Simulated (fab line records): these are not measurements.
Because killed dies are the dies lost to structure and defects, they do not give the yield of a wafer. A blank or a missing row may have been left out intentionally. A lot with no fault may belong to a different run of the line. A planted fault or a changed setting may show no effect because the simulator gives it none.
Problem report, 8D (eight disciplines) form, completed by code	flow n5Finfet	the parts of the form that need people (team, actions taken, sign-off) are left out

## 1. THE ISSUE
A mean of 1.18 a.u. is read at N5_BEOL_M15_ETCH_57 for oesProductAu, taken on 1 wafer of 1 lot, against 0.81 a.u. (standard deviation 0.087) on wafers free of any fault. That is +4.3 standard deviations from the usual mean.
The step: etches SOC in N2/H2, time 750 s.
Seen first at day 15 01:32 on rieDiel-02, wafer L924.3. At this step, 32 wafers from 11 lots have a number in the record. By rule, "out" or "out of limits" means more than 4 standard deviations away from the usual mean. All remaining wafers that have a number are taken as sound.

## 2. WHAT IT IS, WHAT IT ISN'T
question	is	is not
which readings at this step	oesProductAu	drypumpMotorCurrentA, rfVppV, showerheadPlenumPTorr, throttleValvePct
which lots	L924	L912, L913, L914, L915, L917, L919, L926, L929, L931, L932
which wafers of those lots	L924.3	L924.4
read on which tools	rieDiel-02	rieDiel-01, rieDiel-06
when	from day 15 01:32	up to then (19 sound wafers); but 12 sound wafers of L926, L929, L931, L932 came after

## 3. THE SUSPECTS, EACH WITH WHAT RULES IT OUT
Counting: a tool at a process step up to the reading stays a suspect if it ran every lot that is out. Sound lots after the first of them don't rule it out here, since some wafers of a struck lot are sound.
- rieDiel-01 at N5_BEOL_M15_STRIP_63 (strips in O2): kept. It ran the lot that is out, L924 (day 15 01:32). N5_BEOL_M15_STRIP_63 gives no start for some lots, so the hours and the order of its lots are those of N5_BEOL_M15_ETCH_57.
- rieDiel-02 at N5_BEOL_M15_ETCH_57 (etches SOC in N2/H2, time 750 s): kept. L924, the lot that is out, went through it at day 15 01:32; up to then, the latest sound lot through it was L917 at day 13 19:17. Its own readings are out on those wafers: oesProductAu.
- Within rieDiel-01 at N5_BEOL_M15_STRIP_63: the wafers that are out ran in chamber 1; their sound lot-mates ran in chamber 2.
- Within rieDiel-02 at N5_BEOL_M15_ETCH_57: the wafers that are out ran in chamber 0; their sound lot-mates ran in chamber 2.
After counting, rieDiel-01 at N5_BEOL_M15_STRIP_63 and rieDiel-02 at N5_BEOL_M15_ETCH_57 remain.

## 4. THE CAUSE (what the simulator had put in)
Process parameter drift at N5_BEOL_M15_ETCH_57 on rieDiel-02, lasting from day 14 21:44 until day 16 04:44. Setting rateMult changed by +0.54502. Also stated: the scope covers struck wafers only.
2 suspects survive the count, and this tool is in that group.

## 5. SEQUENCE OF EFFECTS, ordered by route
Each row: a reading whose mean over the struck wafers that have a number lies more than 3 standard deviations from the usual. Readings are gone through only where the record gives a usual standard deviation; hours: the median, over the lots, of the time from a lot's start at the first step in this table giving one to that lot's start at this step; sigmas: the change measured in usual standard deviations.
hours	step	reading	usual	on struck wafers	change	sigmas
0	N5_BEOL_M15_ETCH_57	oesProductAu	0.81 a.u.	1.18	+0.37	+4.3
Here are the process steps it includes:
- N5_BEOL_M15_ETCH_57: etches SOC in N2/H2, time 750 s.
Later measuring or inspecting steps at which every struck wafer that the step has a row for has a number for every such reading, and none has moved that far: N5_BEOL_M15_CD_MEAS_28.

## 6. WHAT WOULD HAVE CAUGHT IT SOONER
4 hours passed between the start of the fault at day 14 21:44 and the first reading out of limits in this record, taken at day 15 01:32.
